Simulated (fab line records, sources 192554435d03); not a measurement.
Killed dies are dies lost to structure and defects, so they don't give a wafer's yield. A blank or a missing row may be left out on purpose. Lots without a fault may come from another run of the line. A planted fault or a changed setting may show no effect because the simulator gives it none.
Which tool did it? | flow n5_finfet | 11 lots, 28 wafers sampled, at 6 steps of a route of 1938

WHAT THE GAUGES READ, wafer by wafer
N5_BEOL_M1_THK_MEAS_01.
lot  | measured     | on            | M1_ILD_THK (nm)
L260 | day 6 19:37  | film_metro-02 | 79.1 80.7 79.0
L262 | day 7 04:58  | film_metro-01 | 79.9 79.0 80.5
L259 | day 7 06:25  | film_metro-01 | 78.3 78.7 79.9
L267 | day 8 03:39  | film_metro-01 | 78.9 80.2 79.2
L268 | day 8 12:08  | film_metro-01 | 77.4 78.1 78.6
L270 | day 9 03:35  | film_metro-02 | 79.3 60.9
L271 | day 9 19:43  | film_metro-01 | 77.1 60.8
L275 | day 10 04:28 | film_metro-01 | 75.5 61.3
L279 | day 11 13:41 | film_metro-01 | 79.3 78.8
L280 | day 11 18:06 | film_metro-02 | 79.3 79.0 79.1
L282 | day 12 02:35 | film_metro-01 | 77.2 79.2

N5_BEOL_M4_RC_MEAS_101.
lot  | measured     | on        | DIBL_N (mV/V)  | DIBL_P (mV/V)  | IOFF_N (nA/um) | IOFF_P (nA/um) | ION_N (uA/um) | ION_P (uA/um) | SS_N (mV/dec)  | SS_P (mV/dec)  | VT_N (mV)   | VT_P (mV)
L260 | day 13 18:17 | prober-01 | 34.5 35.5 36.9 | 34.8 36.2 37.5 | 0.12 0.15 0.17 | 0.19 0.21 0.24 | 645 676 672   | 443 459 464   | 70.6 71.5 71.9 | 73.0 72.9 73.6 | 255 250 248 | -254 -250 -250
L262 | day 14 20:15 | prober-02 | 35.0 37.2 33.3 | 34.9 37.6 33.1 | 0.13 0.18 0.12 | 0.16 0.21 0.15 | 664 681 653   | 447 462 454   | 71.4 71.7 71.0 | 72.5 73.3 72.2 | 252 248 254 | -256 -254 -256
L259 | day 15 11:46 | prober-02 | 35.8 36.6 35.5 | 36.3 36.9 36.1 | 0.16 0.18 0.15 | 0.22 0.24 0.22 | 674 661 671   | 464 451 464   | 71.8 71.5 71.5 | 72.8 73.5 73.1 | 251 250 251 | -249 -248 -249
L267 | day 17 06:56 | prober-01 | 36.9 35.9 35.8 | 37.6 36.5 36.0 | 0.16 0.14 0.15 | 0.21 0.19 0.19 | 680 666 677   | 470 454 464   | 71.3 71.4 71.4 | 73.9 73.9 73.5 | 251 252 252 | -251 -253 -252
L268 | day 16 22:43 | prober-01 | 37.1 35.8 35.5 | 38.1 36.3 35.6 | 0.20 0.17 0.17 | 0.23 0.20 0.20 | 702 675 696   | 472 455 467   | 72.0 71.6 71.9 | 73.9 74.0 73.4 | 244 249 246 | -247 -250 -251
L270 | day 17 07:19 | prober-02 | 38.4 34.9      | 39.6 35.3      | 0.24 0.15      | 0.29 0.21      | 691 673       | 467 465       | 72.4 71.5      | 74.2 73.4      | 244 251     | -246 -251
L271 | day 17 18:42 | prober-02 | 34.1 35.9      | 33.8 35.9      | 0.11 0.15      | 0.17 0.20      | 655 668       | 455 461       | 71.3 71.4      | 72.1 72.8      | 253 253     | -253 -251
L275 | day 17 20:31 | prober-01 | 37.5 36.9      | 37.2 36.1      | 0.17 0.16      | 0.22 0.21      | 679 680       | 461 462       | 71.5 71.5      | 73.1 73.6      | 246 249     | -253 -251
L279 | day 20 04:23 | prober-01 | 37.8 35.0      | 36.4 33.0      | 0.16 0.11      | 0.20 0.16      | 659 663       | 456 457       | 72.2 71.0      | 74.3 72.4      | 248 254     | -253 -254
L280 | day 19 04:35 | prober-01 | 37.5 35.8 38.9 | 36.4 35.5 38.6 | 0.16 0.14 0.19 | 0.21 0.20 0.24 | 662 659 670   | 455 462 460   | 71.3 70.8 71.8 | 73.1 73.3 73.6 | 249 252 248 | -249 -251 -247
L282 | day 20 12:02 | prober-01 | 38.3 38.3      | 39.7 39.2      | 0.23 0.22      | 0.28 0.27      | 708 685       | 480 465       | 71.9 71.4      | 73.8 74.4      | 243 244     | -245 -244

WHICH TOOL RAN EACH LOT (tool, then ch and the chambers of the sampled wafers, then the start)
lot  | N5_BEOL_M0_SPUTTER_134       | N5_BEOL_M0_ANNEAL_135        | N5_BEOL_M0_ANNEAL_119            | N5_BEOL_M1_ILD_DEP_00
L260 | pvd_sputter-01, day 6 18:18  | pvd_sputter-01, day 6 18:23  | rtp_anneal-02 ch 0, day 6 18:37  | pecvd-01 ch 0,1,2, day 6 19:33
L262 | pvd_sputter-02, day 7 02:56  | pvd_sputter-02, day 7 03:01  | rtp_anneal-01 ch 0, day 7 04:01  | pecvd-01 ch 0,1, day 7 04:53
L259 | pvd_sputter-02, day 7 05:06  | pvd_sputter-02, day 7 05:11  | rtp_anneal-01 ch 0, day 7 05:28  | pecvd-03 ch 0,1, day 7 06:21
L267 | pvd_sputter-01, day 8 02:20  | pvd_sputter-01, day 8 02:25  | rtp_anneal-01 ch 0, day 8 02:40  | pecvd-03 ch 0,2, day 8 03:35
L268 | pvd_sputter-01, day 8 10:49  | pvd_sputter-01, day 8 10:54  | rtp_anneal-01 ch 0, day 8 11:08  | pecvd-03 ch 0,1, day 8 12:04
L270 | pvd_sputter-01, day 9 02:03  | pvd_sputter-01, day 9 02:08  | rtp_anneal-01 ch 0, day 9 02:28  | pecvd-03 ch 0,2, day 9 03:31
L271 | pvd_sputter-01, day 9 18:20  | pvd_sputter-01, day 9 18:25  | rtp_anneal-01 ch 0, day 9 18:42  | pecvd-03 ch 0,1, day 9 19:40
L275 | pvd_sputter-03, day 10 02:52 | pvd_sputter-03, day 10 02:57 | rtp_anneal-02 ch 0, day 10 03:14 | pecvd-03 ch 0,1, day 10 04:23
L279 | pvd_sputter-01, day 11 12:23 | pvd_sputter-01, day 11 12:28 | rtp_anneal-02 ch 0, day 11 12:50 | pecvd-02 ch 0,1, day 11 13:38
L280 | pvd_sputter-03, day 11 16:48 | pvd_sputter-03, day 11 16:53 | rtp_anneal-02 ch 0, day 11 17:15 | pecvd-02 ch 0,1,2, day 11 18:02
L282 | pvd_sputter-03, day 12 01:18 | pvd_sputter-03, day 12 01:23 | rtp_anneal-02 ch 0, day 12 01:37 | pecvd-02 ch 0,1, day 12 02:32
- N5_BEOL_M0_SPUTTER_134: material Cu, target thk 4 nm, time 7.37 s.
- N5_BEOL_M0_ANNEAL_135: time 60 s.
- N5_BEOL_M0_ANNEAL_119: time 90 s.
- N5_BEOL_M1_ILD_DEP_00: deposits SiOC from DEMS/O2, target thk 79 nm, time 15.3 s.

WHAT THE TOOLS THEMSELVES READ (means of the sampled wafers that have a number; where no wafer has one, the mark that the record gives instead)
N5_BEOL_M0_SPUTTER_134.
lot  | tool           | susceptor_temp_C (C) | throttle_valve_pct (%)
L260 | pvd_sputter-01 | -20.08               | 29.2
L262 | pvd_sputter-02 | -19.92               | 30.2
L259 | pvd_sputter-02 | -20.03               | 30.5
L267 | pvd_sputter-01 | -20.13               | 29.1
L268 | pvd_sputter-01 | -19.95               | 29.0
L270 | pvd_sputter-01 | -19.88               | 28.8
L271 | pvd_sputter-01 | -19.99               | 27.9
L275 | pvd_sputter-03 | -19.96               | 30.5
L279 | pvd_sputter-01 | -20.01               | 27.1
L280 | pvd_sputter-03 | -19.94               | 29.9
L282 | pvd_sputter-03 | -20.02               | 29.7

N5_BEOL_M0_ANNEAL_135.
lot  | tool           | heater_power_w (W) | susceptor_temp_C (C) | susceptor_temp_C_max
L260 | pvd_sputter-01 | 790                | 399.77               | 400.5
L262 | pvd_sputter-02 | 819                | 400.01               | 401.0
L259 | pvd_sputter-02 | 826                | 399.99               | 400.8
L267 | pvd_sputter-01 | 790                | 400.02               | 400.7
L268 | pvd_sputter-01 | 838                | 400.18               | 401.1
L270 | pvd_sputter-01 | 890                | 399.86               | 400.5
L271 | pvd_sputter-01 | 842                | 399.86               | 400.6
L275 | pvd_sputter-03 | 862                | 399.73               | 400.8
L279 | pvd_sputter-01 | 842                | 399.98               | 400.4
L280 | pvd_sputter-03 | 815                | 399.88               | 401.0
L282 | pvd_sputter-03 | 769                | 400.12               | 401.1

N5_BEOL_M0_ANNEAL_119.
lot  | tool          | wafer_temp_C_max
L260 | rtp_anneal-02 | 226.13
L262 | rtp_anneal-01 | 225.92
L259 | rtp_anneal-01 | 226.08
L267 | rtp_anneal-01 | 225.90
L268 | rtp_anneal-01 | 225.78
L270 | rtp_anneal-01 | 225.84
L271 | rtp_anneal-01 | 225.66
L275 | rtp_anneal-02 | 226.39
L279 | rtp_anneal-02 | 226.45
L280 | rtp_anneal-02 | 226.19
L282 | rtp_anneal-02 | 226.05

N5_BEOL_M1_ILD_DEP_00.
lot  | tool     | heater_power_outer_w (W) | heater_power_w (W) | showerhead_plenum_p_Torr (Torr) | susceptor_temp_C (C) | throttle_valve_pct (%)
L260 | pecvd-01 | 281                      | 488                | 5.712                           | 349.87               | 11.5
L262 | pecvd-01 | 297                      | 516                | 5.713                           | 350.05               | 12.2
L259 | pecvd-03 | 237                      | 473                | 5.695                           | 349.69               | 11.9
L267 | pecvd-03 | 287                      | 531                | 5.703                           | 349.91               | 12.8
L268 | pecvd-03 | 239                      | 471                | 5.695                           | 350.15               | 12.3
L270 | pecvd-03 | 314                      | 570                | 5.707                           | 349.98               | 12.7
L271 | pecvd-03 | 227                      | 466                | 5.694                           | 349.65               | 12.1
L275 | pecvd-03 | 257                      | 501                | 5.705                           | 349.84               | 12.1
L279 | pecvd-02 | 174                      | 358                | 5.697                           | 349.85               | 11.6
L280 | pecvd-02 | 219                      | 406                | 5.694                           | 350.09               | 11.5
L282 | pecvd-02 | 160                      | 336                | 5.704                           | 349.75               | 11.4

THE ANSWER, worked out from the rows above alone
Rule: what is usual is taken from the lots themselves. Put in order of their means at a reading, lots are off if they are a third of the lots or fewer, leave a main group of 4 or more, and stand apart from it by a gap of 3 or more times the standard deviation of the main group's means; of several such gaps the widest counts. A main group whose means are all the same, to the digits that the tables above print for the reading, isn't used. A lot without any number at a reading at which 4 lots or more have one is off too. The other lots that the step has rows for count as sound. The gauges are gone through in route order, then the tools' own readings, and for those a lot's mean is taken as printed above. The first step at which some lot is off is used, and at that step the reading that is off furthest; a lot without a number counts as furthest.
Off: L270, L271, L275, at N5_BEOL_M1_THK_MEAS_01 (M1_ILD_THK). The main group: mean 79.0 nm, standard deviation 0.59.
A tool fits if, at a process step before that reading, it ran every lot that is off, and no sound lot after the first of them. The gauges at N5_BEOL_M1_THK_MEAS_01 are tried like those tools. One fits: pecvd-03 at N5_BEOL_M1_ILD_DEP_00. Its last sound lot is L268 (day 8 12:04), its first lot that is off L270 (day 9 03:31): a fault that began between those two fits.

WHAT THE SIMULATOR HAD PUT IN
Process parameter drift: pecvd-03, from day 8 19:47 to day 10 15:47, at N5_BEOL_M1_ILD_DEP_00. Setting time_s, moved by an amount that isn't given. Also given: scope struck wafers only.
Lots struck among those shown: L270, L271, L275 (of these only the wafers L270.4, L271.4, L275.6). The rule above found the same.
